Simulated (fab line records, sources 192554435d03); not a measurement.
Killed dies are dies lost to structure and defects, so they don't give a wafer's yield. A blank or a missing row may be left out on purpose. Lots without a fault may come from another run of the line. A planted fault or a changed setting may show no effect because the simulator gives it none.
fab line records | flow n5_finfet
record lots=7 wafers=21 last_day=20
route steps=1938 shown DUMMY_GATE@232 SPACER0@261 SD_EPI_N@272 BEOL_M4@1111 PASSIVATION@1936
lots that met no fault: from a run of the same line without faults
start_h: hours from the record's first day to the start of the lot's first wafer shown | wait_h: hours since the lot's step before | " the same as in the row above | L1.1+2: a row that stands for several wafers | - no value, or no start given | * or withheld: withheld | < > ~ a bound
route shown NAME@n: a module of which the file shows steps, and the number in the route of the first | usual: mean/standard deviation of fault-free wafers | same: alike in all rows | chamber/n: place in a boat | sites: the reading at each site | _std_site: their standard deviation | _edge_site: outer sites' mean less inner sites' | radius_mm: how far each site lies from the wafer's centre | mask NAME#n: copy n | behind: the tool/chamber that last shaped the wafer | hold: why the lot was held/for how many hours/how that ended | device: the transistor (n, p or np) that didn't switch | end of line: the same wafers' tests at the end of the route | a step without rows: its recipe alone | killed: dies lost to structure and defects at the first sort, not the wafer's yield | map: a wafer's dies, x killed, . not, _ none there
set.NAME: the setting as run; set.NAME@STEP: as run at that earlier step | model.NAME: the simulator's own value behind a step, which no gauge read
steps of the route over a sample of lots; a table a step, a row a wafer
services: from which hour (start_h, from the record's first day; less than 0 if before it) a tool's chamber was out of use, for how many hours, and why
## steps
# step N5_DUMMY_GATE_OVL_MEAS_16
# recipe points_per_wafer=522
# usual GATE_OVL=-0.6/0.73
# columns lot.wafer tool chamber start_h wait_h GATE_OVL[nm]
L372.1 overlay-01 0 51.38 0.0 0.4
L372.3 " 0 " " -1.3
L372.6 " 0 " " -1.8
L374.3 overlay-02 0 67.18 0.0 -2.5
L374.5 " 0 " " -2.4
L374.6 " 0 " " -1.6
L375.2 overlay-02 0 74.55 0.0 -1.5
L375.4 " 0 " " -2.2
L375.6 " 0 " " -2.2
L379.2 overlay-01 0 99.15 0.0 -0.8
L379.5 " 0 " " -1.3
L379.6 " 0 " " -1.6
L390.1 overlay-01 0 159.03 0.0 -0.8
L390.5 " 0 " " -0.2
L390.6 " 0 " " -0.5
L391.2 overlay-01 0 170.72 0.3 -0.6
L391.3 " 0 " " -2.0
L391.4 " 0 " " -0.2
L394.1 overlay-01 0 184.93 0.0 0.5
L394.2 " 0 " " -0.9
L394.4 " 0 " " -0.8
# step N5_DUMMY_GATE_ETCH_37
# recipe chemistry=N2/H2 target=SOC target_depth_a=600 overetch_a=300 temp_c=40 ion_energy_ev=200 pressure_mtorr=30 source_w=840 bias_w=150 n2_flow_sccm=200 h2_flow_sccm=200
# usual chamber_pressure_mTorr=30.003/0.029 drypump_motor_current_A=5.7/0.33 h2_flow_sccm=200.0/0.61 oes_product_au=0.63/0.062 rf_fwd_power_W=832/3.3 rf_vpp_V=524/3 showerhead_plenum_p_Torr=2.55/0.11 throttle_valve_pct=17.7/0.31
# columns lot.wafer tool chamber start_h wait_h chamber_pressure_mTorr drypump_motor_current_A h2_flow_sccm oes_product_au rf_fwd_power_W rf_hours_counter_h rf_vpp_V showerhead_plenum_p_Torr throttle_valve_pct
L372.1 rie_diel-03 2 51.62 0.0 30.016 6.2 199.6 0.73 835 30 528 2.72 17.7
L372.3 " 0 " " 30.041 6.2 199.6 0.65 826 83 525 2.57 17.3
L372.6 " 1 " " 30.016 5.8 198.5 0.57 830 - 526 2.61 18.2
L374.3 rie_diel-02 3 67.41 0.0 29.979 5.9 199.0 0.61 838 141 527 2.65 17.7
L374.5 " 1 " " 29.967 5.4 199.5 0.64 830 - 522 2.48 17.6
L374.6 " 3 " " 30.051 5.9 200.5 0.60 838 - 528 2.65 17.7
L375.2 rie_diel-03 0 74.80 0.0 29.986 6.2 201.7 0.65 829 90 525 2.57 17.4
L375.4 " 3 " " 30.008 5.2 200.1 0.76 833 6 529 2.73 17.8
L375.6 " 0 " " 29.998 6.2 200.2 0.65 829 - 524 2.57 17.4
L379.2 rie_diel-02 3 99.38 0.0 30.061 5.9 200.1 0.61 839 150 527 2.65 17.8
L379.5 " 3 " " 29.987 5.9 200.3 0.61 833 - 527 2.65 17.8
L379.6 " 0 " " 29.972 5.8 200.8 0.55 832 - 523 2.54 18.3
L390.1 rie_diel-02 3 159.27 0.0 29.990 5.9 200.9 0.60 835 162 526 2.64 17.8
L390.5 " 2 " " 29.995 5.7 199.9 0.62 834 - 517 2.32 17.6
L390.6 " 1 " " 30.006 5.5 199.1 0.63 834 - 520 2.47 17.7
L391.2 rie_diel-02 2 170.95 0.0 30.005 5.6 200.1 0.62 827 132 518 2.32 17.6
L391.3 " 3 " " 30.025 5.9 200.3 0.59 837 163 526 2.64 17.8
L391.4 " 1 " " 30.006 5.4 201.4 0.62 835 122 519 2.47 17.7
L394.1 rie_diel-06 0 185.16 0.0 30.002 6.2 200.6 0.64 838 83 524 2.54 17.3
L394.2 " 2 " " 29.999 5.2 199.9 0.71 825 18 524 2.60 17.4
L394.4 " 1 " " 30.032 5.5 199.6 0.55 835 221 527 2.61 17.8
# step N5_DUMMY_GATE_STRIP_41
# recipe chemistry=O2 power_w=400 temp_c=40 pressure_mtorr=30 rf_frequency_hz=6e+07 bias_power_w=0 overash_fraction=0.3 o2_flow_sccm=225
# usual chamber_pressure_mTorr=30.004/0.029 drypump_motor_current_A=5.7/0.36 oes_product_au=0.81/0.087 rf_vpp_V=3.7/0.53 showerhead_plenum_p_Torr=2.12/0.084 throttle_valve_pct=16.6/0.31
# columns lot.wafer tool chamber start_h wait_h chamber_pressure_mTorr drypump_motor_current_A oes_product_au rf_hours_counter_h rf_vpp_V showerhead_plenum_p_Torr throttle_valve_pct
L372.1 rie_diel-03 1 51.94 0.0 30.008 5.8 0.74 186 4.2 2.19 17.2
L372.3 " 0 " " 29.956 6.2 0.85 83 3.1 2.14 16.4
L372.6 " 2 " " 30.018 6.2 0.92 - 4.6 2.22 16.4
L374.3 rie_diel-03 3 67.73 0.0 30.018 5.2 0.98 4 3.3 2.21 16.3
L374.5 " 1 " " 30.009 5.8 0.72 - 1.9 2.19 17.2
L374.6 " 2 " " 30.026 6.2 0.91 - 3.2 2.22 16.4
L375.2 rie_diel-02 2 75.25 0.0 30.010 5.6 0.79 115 3.8 1.94 16.7
L375.4 " 1 " " 29.982 5.4 0.81 105 4.5 2.04 16.5
L375.6 " 2 " " 30.012 5.7 0.79 - 3.4 1.94 16.7
L379.2 rie_diel-02 3 99.70 0.0 29.983 5.9 0.77 150 4.5 2.21 16.8
L379.5 " 2 " " 29.970 5.7 0.78 - 3.7 1.94 16.7
L379.6 " 3 " " 29.978 5.9 0.76 - 3.2 2.21 16.8
L390.1 rie_diel-03 0 159.62 0.0 29.975 6.1 0.82 107 3.7 2.14 16.5
L390.5 " 3 " " 30.005 5.2 0.92 - 4.1 2.20 16.3
L390.6 " 2 " " 30.003 6.3 0.89 - 4.0 2.21 16.4
L391.2 rie_diel-03 1 171.41 0.0 30.005 5.7 0.71 214 3.4 2.18 17.3
L391.3 " 0 " " 29.998 6.2 0.82 111 3.6 2.13 16.5
L391.4 " 3 " " 30.013 5.1 0.92 - 4.0 2.20 16.3
L394.1 rie_diel-06 2 185.49 0.0 30.014 5.2 0.90 19 3.3 2.12 16.1
L394.2 " 1 " " 29.960 5.5 0.68 222 3.0 2.15 16.8
L394.4 " 0 " " 30.026 6.3 0.82 83 3.8 2.12 16.5
# step N5_DUMMY_GATE_STRIP_48
# recipe chemistry=N2/H2 time_s=20 power_w=100 temp_c=40 pressure_mtorr=100 rf_frequency_hz=6e+07 bias_power_w=3 n2_flow_sccm=300 h2_flow_sccm=300
# usual chamber_pressure_mTorr=99.99/0.097 drypump_motor_current_A=5.8/0.37 h2_flow_sccm=300.0/0.83 oes_product_au=0.81/0.088 rf_vpp_V=45.4/0.83 showerhead_plenum_p_Torr=3.42/0.12 throttle_valve_pct=12.1/0.33
# columns lot.wafer tool chamber start_h wait_h chamber_pressure_mTorr drypump_motor_current_A h2_flow_sccm oes_product_au rf_hours_counter_h rf_vpp_V showerhead_plenum_p_Torr throttle_valve_pct
L372.1 rie_diel-03 2 52.44 0.0 99.99 6.2 300.9 0.91 30 46.5 3.60 12.0
L372.3 " 1 " " 99.95 5.8 300.3 0.74 186 45.2 3.47 12.6
L372.6 " 1 " " 100.05 5.8 299.7 0.73 - 44.3 3.47 12.6
L374.3 rie_diel-06 1 68.23 0.0 99.95 5.5 299.8 0.70 201 45.4 3.47 12.2
L374.5 " 0 " " 99.88 6.2 299.0 0.84 - 47.0 3.38 11.7
L374.6 " 1 " " 99.94 5.5 300.0 0.70 - 44.7 3.47 12.2
L375.2 rie_diel-03 2 75.78 0.0 100.02 6.3 299.7 0.90 38 45.8 3.60 12.0
L375.4 " 1 " " 100.12 5.8 300.3 0.72 195 45.7 3.46 12.6
L375.6 " 0 " " 99.92 6.2 299.5 0.83 - 46.8 3.41 11.8
L379.2 rie_diel-06 1 100.26 0.0 99.90 5.5 300.4 0.68 209 45.4 3.46 12.3
L379.5 " 0 " " 99.85 6.2 301.0 0.83 - 46.3 3.38 11.7
L379.6 " 3 " " 100.11 5.4 300.4 0.94 - 46.4 3.29 11.8
L390.1 rie_diel-06 1 160.11 0.0 99.95 5.5 300.1 0.69 216 46.4 3.46 12.3
L390.5 " 2 " " 100.11 5.2 301.2 0.91 - 45.0 3.46 11.7
L390.6 " 1 " " 100.16 5.5 298.9 0.69 - 46.5 3.46 12.3
L391.2 rie_diel-03 1 171.90 0.0 99.90 5.8 301.1 0.72 214 46.0 3.45 12.7
L391.3 " 3 " " 99.97 5.2 299.9 0.92 26 46.4 3.60 12.1
L391.4 " 0 " " 100.05 6.2 300.5 0.82 - 44.8 3.40 11.8
L394.1 rie_diel-03 3 185.98 0.0 100.05 5.2 301.4 0.91 29 45.5 3.60 12.1
L394.2 " 1 " " 100.00 5.8 301.2 0.71 216 45.4 3.45 12.7
L394.4 " 0 " " 100.07 6.2 299.7 0.82 114 45.0 3.40 11.8
# step N5_DUMMY_GATE_INSPECT_27
# recipe inspect_instrument=brightfield mode=aei
# usual raw_defect_count=301/77
# columns lot.wafer tool chamber start_h wait_h raw_defect_count
L372.1 defect_inspect-01 - 52.62 0.0 283
L372.3 " - " " 346
L372.6 " - " " 300
L374.3 defect_inspect-01 - 68.42 0.0 240
L374.5 " - " " 211
L374.6 " - " " 211
L375.2 defect_inspect-02 - 75.97 0.0 408
L375.4 " - " " 562
L375.6 " - " " 381
L379.2 defect_inspect-01 - 100.45 0.0 276
L379.5 " - " " 241
L379.6 " - " " 222
L390.1 defect_inspect-02 - 160.30 0.0 340
L390.5 " - " " 356
L390.6 " - " " 755
L391.2 defect_inspect-02 - 172.09 0.0 311
L391.3 " - " " 345
L391.4 " - " " 658
L394.1 defect_inspect-01 - 186.17 0.0 489
L394.2 " - " " 415
L394.4 " - " " 320
# step N5_SPACER0_INSPECT_04
# recipe inspect_instrument=darkfield mode=post_dep
# usual raw_defect_count=131/31
# columns lot.wafer tool chamber start_h wait_h raw_defect_count
L372.1 defect_inspect-01 - 53.23 0.1 135
L372.3 " - " " 139
L372.6 " - " " 127
L374.3 defect_inspect-01 - 69.94 0.1 113
L374.5 " - " " 115
L374.6 " - " " 87
L375.2 defect_inspect-02 - 77.64 0.1 155
L375.4 " - " " 202
L375.6 " - " " 156
L379.2 defect_inspect-02 - 101.05 0.1 123
L379.5 " - " " 117
L379.6 " - " " 136
L390.1 defect_inspect-01 - 160.90 0.1 130
L390.5 " - " " 163
L390.6 " - " " 458
L391.2 defect_inspect-01 - 172.69 0.1 119
L391.3 " - " " 134
L391.4 " - " " 469
L394.1 defect_inspect-02 - 186.98 0.1 199
L394.2 " - " " 196
L394.4 " - " " 143
# step N5_SD_EPI_N_INSPECT_11
# recipe mode=adi inspect_instrument=macro
# usual raw_defect_count=2.1/1.4
# columns lot.wafer tool chamber start_h wait_h raw_defect_count
L372.1 defect_inspect-01 - 53.68 0.0 4
L372.3 " - " " 4
L372.6 " - " " 0
L374.3 defect_inspect-02 - 70.39 0.0 2
L374.5 " - " " 3
L374.6 " - " " 4
L375.2 defect_inspect-02 - 78.09 0.0 0
L375.4 " - " " 2
L375.6 " - " " 2
L379.2 defect_inspect-02 - 101.38 0.0 3
L379.5 " - " " 2
L379.6 " - " " 4
L390.1 defect_inspect-01 - 161.36 0.0 4
L390.5 " - " " 1
L390.6 " - " " 277
L391.2 defect_inspect-01 - 173.15 0.0 2
L391.3 " - " " 2
L391.4 " - " " >300
L394.1 defect_inspect-01 - 187.31 0.0 4
L394.2 " - " " 4
L394.4 " - " " 3
# step N5_SD_EPI_N_INSPECT_26
# recipe inspect_instrument=darkfield mode=post_epi
# usual raw_defect_count=196/39
# columns lot.wafer tool chamber start_h wait_h raw_defect_count
L372.1 defect_inspect-01 - 58.53 0.8 223
L372.3 " - " " 233
L372.6 " - " " 219
L374.3 defect_inspect-01 - 74.43 0.1 257
L374.5 " - " " 224
L374.6 " - " " 188
L375.2 defect_inspect-02 - 82.16 0.1 214
L375.4 " - " " 277
L375.6 " - " " 217
L379.2 defect_inspect-01 - 105.80 0.1 183
L379.5 " - " " 164
L379.6 " - " " 150
L390.1 defect_inspect-01 - 165.60 0.1 193
L390.5 " - " " 239
L390.6 " - " " 510
L391.2 defect_inspect-01 - 177.90 0.1 169
L391.3 " - " " 172
L391.4 " - " " 499
L394.1 defect_inspect-02 - 191.29 0.1 265
L394.2 " - " " 273
L394.4 " - " " 205
# step N5_BEOL_M4_RC_MEAS_101
# usual DIBL_N=37.1/2.6 DIBL_P=38/3 IOFF_N=0.18/0.052 IOFF_P=0.25/0.06 ION_N=678/15 ION_P=467/8.6 SS_N=71.7/0.73 SS_P=73.7/0.89 VT_N=249/4.3 VT_P=-248/3.8
# columns lot.wafer tool chamber start_h wait_h DIBL_N[mV/V] DIBL_P[mV/V] IOFF_N[nA/um] IOFF_P[nA/um] ION_N[uA/um] ION_P[uA/um] SS_N[mV/dec] SS_P[mV/dec] VT_N[mV] VT_P[mV]
L372.1 prober-02 0 228.07 0.0 34.6 36 0.13 0.18 657 448 70.1 72.9 253 -255
L372.3 " 0 " " 40.1 42 0.26 0.29 688 468 72.2 74.8 242 -245
L372.6 " 0 " " 36.5 38 0.17 0.22 667 459 72.0 72.7 249 -251
L374.3 prober-01 0 257.73 0.7 37.3 39 0.21 0.29 708 478 71.3 74.5 242 -242
L374.5 " 0 " " 36.6 36 0.16 0.23 683 467 72.1 73.8 248 -246
L374.6 " 0 " " 36.6 38 0.18 0.29 682 476 70.9 74.0 243 -243
L375.2 prober-02 0 282.47 0.2 40.6 39 0.20 0.30 661 466 73.0 74.1 248 -244
L375.4 " 0 " " 38.6 38 0.19 0.30 674 477 71.6 74.0 247 -243
L375.6 " 0 " " 39.5 37 0.19 0.26 692 475 71.4 73.9 248 -247
L379.2 prober-02 0 285.15 0.2 40.1 41 0.23 0.33 688 477 71.7 74.0 246 -242
L379.5 " 0 " " 41.5 40 0.26 0.32 700 475 73.2 74.5 243 -243
L379.6 " 0 " " 40.5 39 0.26 0.30 686 470 71.8 74.3 242 -246
L390.1 prober-01 0 348.65 0.0 35.4 38 0.15 0.20 669 457 71.1 73.4 253 -252
L390.5 " 0 " " 36.7 39 0.18 0.22 688 465 71.8 73.7 246 -252
L390.6 " 0 " " 35.1 38 0.15 0.21 669 460 71.3 73.4 251 -251
L391.2 prober-02 0 351.22 0.2 38.0 38 0.18 0.25 675 464 72.1 73.6 250 -248
L391.3 " 0 " " 33.1 34 0.10 0.17 655 458 70.9 73.0 258 -255
L391.4 " 0 " " 35.1 35 0.13 0.18 666 455 71.4 73.5 253 -253
L394.1 prober-02 0 375.35 0.0 39.7 42 0.26 0.32 694 474 72.8 75.2 241 -245
L394.2 " 0 " " 40.2 42 0.25 0.33 682 475 72.6 74.5 246 -245
L394.4 " 0 " " 38.0 39 0.22 0.26 681 466 72.4 74.2 245 -246
# step N5_PASSIVATION_PROBE_49
# usual defect_limited_yield=91.4/1.4 killed_at_M0_to_M3=34/9.1 killed_at_M4_up=14/5.2 killed_at_contacts=12/6.4 killed_at_front_end=38/11 killed_at_other=3.7/2.8 killed_dies=102/17 killed_on_rim=14/3.9 killed_open=68/13 killed_short=32/7.8 sort_bin_5_function=5.1/1 sort_bin_6_memory=3.2/0.66 sort_n_pass=1076/19 sort_yield_pct=91.2/1.6
# same gross_dies=1180 killed_at_back_side=0 sort_bin_4_leakage[%]=0 sort_bin_8_speed[%]=0
# columns lot.wafer tool chamber start_h wait_h defect_limited_yield[%] killed_at_M0_to_M3 killed_at_M4_up killed_at_contacts killed_at_front_end killed_at_other killed_dies killed_on_rim killed_open killed_short sort_bin_5_function[%] sort_bin_6_memory[%] sort_n_pass sort_yield_pct[%]
L379.2 prober-02 - 392.30 0.1 87.8 33 24 40 43 4 144 25 102 42 8.3 3.6 1036 87.8
L379.5 prober-02 - 392.45 0.2 91.6 42 11 10 32 4 99 16 67 28 4.8 3.1 1081 91.6
L379.6 prober-02 - 392.50 0.3 91.5 19 22 20 37 2 100 11 70 30 5.8 2.6 1080 91.5
L390.1 prober-01 - 450.88 0.0 90.7 46 19 9 33 3 110 20 81 28 5.3 3.6 1070 90.7
L390.5 prober-01 - 451.08 0.2 88.6 39 20 16 60 0 135 18 100 34 6.8 4.3 1045 88.6
L390.6 prober-01 - 451.13 0.3 80.5 51 13 23 140 3 230 17 90 44 13.0 5.3 950 80.5
L391.2 prober-02 - 456.19 0.1 90.0 42 11 13 48 4 118 19 75 42 5.2 4.1 1062 90.0
L391.3 prober-02 - 456.24 0.1 91.4 29 25 8 36 3 101 12 68 31 4.3 3.6 1079 91.4
L391.4 prober-02 - 456.29 0.2 79.4 36 14 6 181 6 243 19 93 41 12.8 5.5 937 79.4
# killed by level:class
L379.2 MOL_CONTACT_COAG:geometric_particle:open=34 FIN_SAQP:geometric_particle:open=15 BEOL_M4:geometric_particle:open=14 BEOL_M0_SAQP:geometric_particle:open=8 GATE_CUT:geometric_particle:short=7 BEOL_M3:geometric_particle:open=7 FIN_SAQP:geometric_particle:short=6 BEOL_M0_SAQP:geometric_particle:short=6
L379.5 BEOL_M2:geometric_particle:open=13 BEOL_M3:geometric_particle:open=11 MOL_CONTACT_COAG:geometric_particle:open=8 DUMMY_GATE:geometric_particle:open=7 BEOL_M0_SAQP:geometric_particle:short=6 BEOL_M4:geometric_particle:open=5 GATE_CUT:geometric_particle:short=4 BEOL_M0_SAQP:geometric_particle:open=4
L379.6 FIN_SAQP:geometric_particle:open=17 MOL_CONTACT_COAG:geometric_particle:open=14 BEOL_M4:geometric_particle:open=10 MOL_CONTACT_COAG:geometric_particle:short=6 BEOL_M3:geometric_particle:open=6 GATE_CUT:geometric_particle:short=4 FIN_SAQP:geometric_particle:short=3 DUMMY_GATE:geometric_particle:open=3
L390.1 BEOL_M0_SAQP:geometric_particle:open=13 BEOL_M4:geometric_particle:open=11 STI_FIN_REVEAL:geometric_particle:open=10 BEOL_M1:geometric_particle:open=9 MOL_CONTACT_COAG:geometric_particle:open=8 BEOL_M0_SAQP:geometric_particle:short=7 BEOL_M2:geometric_particle:open=6 DUMMY_GATE:geometric_particle:open=5
L390.5 FIN_SAQP:geometric_particle:open=15 STI_FIN_REVEAL:geometric_particle:open=15 BEOL_M2:geometric_particle:open=13 MOL_CONTACT_COAG:geometric_particle:open=12 FIN_SAQP:geometric_particle:short=11 BEOL_M1:geometric_particle:open=10 BEOL_M4:geometric_particle:open=9 BEOL_M3:geometric_particle:open=6
L390.6 DUMMY_GATE:unspecified=92 MOL_CONTACT_COAG:geometric_particle:open=15 BEOL_M1:geometric_particle:open=15 BEOL_M2:geometric_particle:open=11 FIN_SAQP:geometric_particle:open=9 BEOL_M3:geometric_particle:open=9 MOL_CONTACT_COAG:geometric_particle:short=8 STI_FIN_REVEAL:geometric_particle:open=7
L391.2 FIN_SAQP:geometric_particle:open=14 MOL_CONTACT_COAG:geometric_particle:open=13 BEOL_M0_SAQP:geometric_particle:short=12 BEOL_M3:geometric_particle:open=10 FIN_SAQP:geometric_particle:short=8 BEOL_M2:geometric_particle:open=6 STARTING-WAFER:geometric_particle:open=6 ILD0:geometric_particle:open=5
L391.3 BEOL_M4:geometric_particle:open=15 FIN_SAQP:geometric_particle:short=11 BEOL_M2:geometric_particle:open=9 MOL_CONTACT_COAG:geometric_particle:open=8 FIN_SAQP:geometric_particle:open=7 BEOL_M3:geometric_particle:open=7 STI_FIN_REVEAL:geometric_particle:open=5 BEOL_M0:geometric_particle:open=5
L391.4 DUMMY_GATE:unspecified=105 FIN_SAQP:geometric_particle:open=28 FIN_SAQP:geometric_particle:short=13 BEOL_M2:geometric_particle:open=12 STI_FIN_REVEAL:geometric_particle:open=11 BEOL_M0:geometric_particle:open=6 BEOL_M3:geometric_particle:open=6 GATE_CUT:geometric_particle:short=4
## services
# columns tool chamber start_h hours kind
rie_diel-03 3 33.05 - clean
rie_diel-03 3 33.05 - consumable_replace:focus_ring
rie_diel-03 3 33.05 - consumable_replace:showerhead
rie_diel-03 3 33.05 25.3 scheduled_down
rie_diel-03 3 33.05 25.3 vent_cycle
rie_diel-06 3 34.14 - clean
rie_diel-06 3 34.14 - consumable_replace:focus_ring
rie_diel-06 3 34.14 17.4 scheduled_down
rie_diel-06 3 34.14 17.4 vent_cycle
rie_diel-03 1 42.31 1.9 repair
rie_diel-06 2 51.91 - clean
rie_diel-06 2 51.91 - consumable_replace:focus_ring
rie_diel-06 2 51.91 21.0 scheduled_down
rie_diel-06 2 51.91 21.0 vent_cycle
rie_diel-02 0 58.65 9.9 repair
rie_diel-06 - 105.21 0.6 repair
rie_diel-02 1 124.87 2.3 repair
## key
first_sign step=N5_DUMMY_GATE_INSPECT_27 reading=raw_defect_count direction=up sigmas=5.2 usual=301 struck=706
effect step=N5_SPACER0_INSPECT_04 reading=raw_defect_count direction=up sigmas=11 usual=131 struck=464
effect step=N5_SD_EPI_N_INSPECT_11 reading=raw_defect_count direction=up sigmas=99+ usual=2.1 struck=>288.5
effect step=N5_SD_EPI_N_INSPECT_26 reading=raw_defect_count direction=up sigmas=8 usual=196 struck=504
effect step=N5_PASSIVATION_PROBE_49 reading=killed_at_front_end direction=up sigmas=11 usual=38 struck=160
more_kills_born_at N5_DUMMY_GATE_ETCH_37@rie_diel-02=197
met_at N5_DUMMY_GATE_ETCH_37
struck_lots L390,L391
struck_wafers L390.6,L391.4
not_acting_at N5_DUMMY_GATE_OVL_MEAS_16,N5_DUMMY_GATE_STRIP_41,N5_DUMMY_GATE_STRIP_48
onset_between 67.41 159.27
fault kind=chamber_particle_source tool=rie_diel-02 chamber=1 onset_h=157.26 steps=N5_DUMMY_GATE_ETCH_37 rate_per_visit_cm2=0.48372 end_h=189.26
